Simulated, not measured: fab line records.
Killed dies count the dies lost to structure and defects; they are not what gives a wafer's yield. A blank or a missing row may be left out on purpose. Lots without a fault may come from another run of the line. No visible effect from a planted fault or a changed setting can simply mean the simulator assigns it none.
Problem report in the 8D (eight disciplines) form, filled by code ; flow nandHarc ; the parts of the form that need people (team, actions taken, sign-off) are left out

1. PROBLEM STATEMENT
Mean of thkNm at NHARC_A_ONON_D1_THK_MEAS_02: 1504 nm over 2 wafers from 1 lot, against 1001 nm (standard deviation 8.2) on wafers with no fault. Relative to the usual mean, that is a shift of +61 standard deviations.
The step: measures by ellipsometry.
First seen on wafer L553.1, day 13 13:58, on filmMetro-01. The record has a number at this step for 38 wafers belonging to 13 lots. The rule behind "out" and "out of limits": a value lying over 4 standard deviations away from the usual mean. All remaining wafers that have a number are taken as sound.

2. WHAT IT IS, WHAT IT ISN'T
question;is;is not
which readings at this step;thkNm;-
which lots;L553;L540, L542, L543, L544, L545, L547, L548, L552, L559, L560, L561, L562
which wafers of those lots;all that have a number;-
read on which gauges;filmMetro-01;filmMetro-02
when;from day 13 13:58;"up to then (24 sound wafers); but 12 sound wafers of L559, L560, L561, L562 came after"

3. WHAT RULES OUT EACH SUSPECT
Counting: a tool stays on the suspect list if, at a process step up to the reading, it processed all lots that are out and no sound lot following the first of them.
- ruled out: the gauge at NHARC_A_ONON_D1_THK_MEAS_02. All the wafers that are out were read on filmMetro-01, but those of them that NHARC_END_SORT_01 has rows for are out there too, on other tools.
- cmp-01 at NHARC_P_BONDPAD_CMP_19 (polishes, t overpolish 30 s, cu recess touch 16 s, target thk 160.81 nm): ruled out as a lasting fault. After its first lot that is out, L553 (day 12 13:38), sound lots L552, L562 ran on it.
- rieSi-06 at NHARC_A_ZERO_WELL_ETCH_13 (etches the open film in HBr/Cl2, target depth 120 nm, time 40.1 s): ruled out as a lasting fault. After its first lot that is out, L553 (day 12 15:49), sound lots L552 ran on it.
- pecvdOnon-03 at NHARC_A_ONON_D1_DEP_00 (target thk 1000 nm): ruled out as a lasting fault. After its first lot that is out, L553 (day 13 13:26), sound lots L560, L561, L562 ran on it.
Left after counting: nothing in the record.

4. THE CAUSE (what the simulator had put in)
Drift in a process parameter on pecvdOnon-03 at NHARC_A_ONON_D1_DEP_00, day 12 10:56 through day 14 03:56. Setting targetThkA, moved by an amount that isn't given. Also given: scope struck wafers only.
It was ruled out by counting, in error; the rule expects a fault to strike all lots run on its tool from its start on, and this fault did not.

5. THE CHAIN OF EFFECTS, in route order
Rows list readings where the struck wafers' mean (over those with a number) sits beyond 3 standard deviations from the usual. Only readings for which the record gives a usual standard deviation are gone through. hours: the time from each lot's start at the first step in this table that gives one to its start at this step, as a median over the lots. sigmas: the change in usual standard deviations.
hours;step;reading;usual;on struck wafers;change;sigmas
0;NHARC_A_ONON_D1_THK_MEAS_02;thkNm;1001 nm;1504;+502;+61
382;NHARC_END_SORT_01;killedAtArray;52;672;+620;+34
382;NHARC_END_SORT_01;killedDies;56;677;+621;+37

6. HOW IT WOULD HAVE BEEN CAUGHT EARLIER
The first out-of-limits reading at a measuring or inspecting step in this record came at day 13 13:58, 27 hours after the fault's start at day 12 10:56.
Tool readings at NHARC_A_ONON_D1_DEP_00 with a usual standard deviation given in the record: none out on any struck wafer, hence no alarm at a limit of 4 standard deviations on them.
